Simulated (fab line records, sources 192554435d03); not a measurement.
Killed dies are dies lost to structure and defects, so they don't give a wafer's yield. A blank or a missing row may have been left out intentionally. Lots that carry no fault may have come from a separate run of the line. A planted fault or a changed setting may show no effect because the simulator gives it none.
Chamber matching :: flow n5Finfet :: N5_SD_EPI_P_ETCH_16 on rieDiel-05: 3 sister chambers
The step etches SiO2 in CHF3/O2, target depth 5 nm. 14 wafers are shown with their chamber, then 5 later ones without.

== WAFERS, EACH WITH ITS CHAMBER ==
wafer: L077.1
chamber: 1
drypumpMotorCurrentA (A): 6.1
rfVppV (V): 519
showerheadPlenumPTorr (Torr): 2.36

wafer: L077.2
chamber: 3
drypumpMotorCurrentA (A): 6.3
rfVppV (V): 507
showerheadPlenumPTorr (Torr): 2.47

wafer: L077.3
chamber: 2
drypumpMotorCurrentA (A): 5.3
rfVppV (V): 543
showerheadPlenumPTorr (Torr): 2.43

wafer: L083.1
chamber: 1
drypumpMotorCurrentA (A): 6.1
rfVppV (V): 519
showerheadPlenumPTorr (Torr): 2.35

wafer: L083.2
chamber: 3
drypumpMotorCurrentA (A): 6.2
rfVppV (V): 507
showerheadPlenumPTorr (Torr): 2.47

wafer: L083.6
chamber: 1
drypumpMotorCurrentA (A): 6.1
rfVppV (V): 520
showerheadPlenumPTorr (Torr): 2.35

wafer: L086.3
chamber: 3
drypumpMotorCurrentA (A): 6.2
rfVppV (V): 507
showerheadPlenumPTorr (Torr): 2.47

wafer: L086.5
chamber: 2
drypumpMotorCurrentA (A): 5.3
rfVppV (V): 542
showerheadPlenumPTorr (Torr): 2.43

wafer: L086.6
chamber: 3
drypumpMotorCurrentA (A): 6.2
rfVppV (V): 507
showerheadPlenumPTorr (Torr): 2.47

wafer: L088.1
chamber: 2
drypumpMotorCurrentA (A): 5.3
rfVppV (V): 543
showerheadPlenumPTorr (Torr): 2.42

wafer: L088.4
chamber: 2
drypumpMotorCurrentA (A): 5.3
rfVppV (V): 542
showerheadPlenumPTorr (Torr): 2.42

wafer: L088.5
chamber: 1
drypumpMotorCurrentA (A): 6.1
rfVppV (V): 517
showerheadPlenumPTorr (Torr): 2.35

wafer: L090.3
chamber: 3
drypumpMotorCurrentA (A): 6.2
rfVppV (V): 506
showerheadPlenumPTorr (Torr): 2.46

wafer: L090.4
chamber: 1
drypumpMotorCurrentA (A): 6.1
rfVppV (V): 518
showerheadPlenumPTorr (Torr): 2.35

SIGNATURES, as means of the wafers listed above
reading: drypumpMotorCurrentA
chamber 1: 6.100
chamber 2: 5.300
chamber 3: 6.220
scatter within a chamber: 0.027

reading: rfVppV
chamber 1: 518.60
chamber 2: 542.50
chamber 3: 506.80
scatter within a chamber: 0.798

reading: showerheadPlenumPTorr
chamber 1: 2.3520
chamber 2: 2.4250
chamber 3: 2.4680
scatter within a chamber: 0.00486
Rule: for a wafer and a chamber, the distance is found by dividing, reading by reading, the gap between the wafer's reading and the chamber's mean by the reading's scatter, squaring, summing and taking the root. The wafer belongs to the nearest chamber; if the next one is less than 2 further off, it can't be placed. The scatter: take each reading less its chamber's mean, square it, sum over the shown wafers, divide by the number of wafers less the number of chambers, and take the root.

== WAFERS MISSING THEIR CHAMBER ==
wafer: L090.5
drypumpMotorCurrentA (A): 5.3
rfVppV (V): 543
showerheadPlenumPTorr (Torr): 2.42

wafer: L094.1
drypumpMotorCurrentA (A): 5.3
rfVppV (V): 542
showerheadPlenumPTorr (Torr): 2.42

wafer: L094.2
drypumpMotorCurrentA (A): 6.2
rfVppV (V): 508
showerheadPlenumPTorr (Torr): 2.46

wafer: L094.4
drypumpMotorCurrentA (A): 6.1
rfVppV (V): 519
showerheadPlenumPTorr (Torr): 2.35

wafer: L096.6
drypumpMotorCurrentA (A): 6.1
rfVppV (V): 519
showerheadPlenumPTorr (Torr): 2.34

== CHAMBER TAKEN BY EACH ==
wafer: L090.5
from the rows above: 2
in truth: 2

wafer: L094.1
from the rows above: 2
in truth: 2

wafer: L094.2
from the rows above: 3
in truth: 3

wafer: L094.4
from the rows above: 1
in truth: 1

wafer: L096.6
from the rows above: 1
in truth: 1
Placed correctly: 5 of 5. Left unplaced by these rows: 0. Wrongly placed: 0.
